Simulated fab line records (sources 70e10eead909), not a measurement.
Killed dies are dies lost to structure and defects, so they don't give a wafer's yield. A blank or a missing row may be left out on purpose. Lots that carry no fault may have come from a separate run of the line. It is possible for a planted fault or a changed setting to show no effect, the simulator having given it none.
Matching of chambers    flow nandHarc    rieDiel-01 running NHARC_P_CONTACT_DESCUM_17: 4 sister chambers
The step chemistry O2, time 3 s. 18 wafers are shown with their chamber, then 9 later ones without.

WAFERS PAIRED WITH THEIR CHAMBERS
wafer   chamber  drypumpMotorCurrentA (A)  rfVppV (V)  throttleValvePct (%)
L074.1  1        5.6                       58.0        11.319
L074.5  3        5.1                       58.3        11.304
L074.6  2        5.7                       58.7        11.304
L076.1  1        5.6                       56.5        11.319
L076.3  2        5.7                       58.4        11.302
L076.4  3        5.1                       56.7        11.316
L078.1  0        5.7                       58.3        11.322
L078.4  1        5.6                       58.4        11.323
L078.5  2        5.7                       58.0        11.317
L080.1  0        5.7                       57.2        11.296
L080.5  1        5.6                       57.3        11.310
L080.6  2        5.8                       58.1        11.291
L086.2  0        5.8                       58.9        11.315
L086.5  2        5.7                       57.7        11.311
L086.6  3        5.1                       58.1        11.314
L088.2  0        5.8                       59.7        11.307
L088.5  1        5.6                       56.9        11.326
L088.6  2        5.7                       58.1        11.317

SIGNATURES (averages over the wafers above)
reading               chamber 0  chamber 1  chamber 2  chamber 3  scatter within a chamber
drypumpMotorCurrentA  5.750      5.600      5.717      5.100      0.0362
rfVppV                58.525     57.420     58.167     57.700     0.75
throttleValvePct      11.31000   11.31940   11.30700   11.31133   0.0089
Rule: for a wafer and a chamber, the distance is found by dividing, reading by reading, the gap between the wafer's reading and the chamber's mean by the reading's scatter, squaring, summing and taking the root. The wafer belongs to the nearest chamber; if the next one is less than 2 further off, it can't be placed. How the scatter is found: for the shown wafers, subtract from each reading the mean of its chamber, square and add these, divide the total by (wafers less chambers), then take the root.

WAFERS WHOSE CHAMBER IS MISSING
wafer   drypumpMotorCurrentA (A)  rfVppV (V)  throttleValvePct (%)
L090.1  5.7                       57.9        11.309
L090.2  5.6                       56.3        11.306
L090.4  5.8                       56.6        11.310
L091.2  5.8                       58.4        11.299
L091.3  5.1                       56.3        11.313
L091.4  5.7                       56.6        11.304
L096.1  5.8                       58.3        11.313
L096.3  5.1                       59.3        11.305
L096.5  5.2                       57.5        11.320

THE CHAMBER EACH PASSED THROUGH
wafer   from the rows above           in truth
L090.1  can't be placed: 2 or 0       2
L090.2  can't be placed: 1 or 2       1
L090.4  can't be placed: 0 or 2       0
L091.2  can't be placed: 0 or 2       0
L091.3  3                             3
L091.4  can't be placed: 2 or 0 or 1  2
L096.1  can't be placed: 0 or 2       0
L096.3  3                             3
L096.5  3                             3
Correct placement for 3 of the 9. These rows do not allow placing 6 (true chamber among the candidates in 6). Placed wrongly: 0.
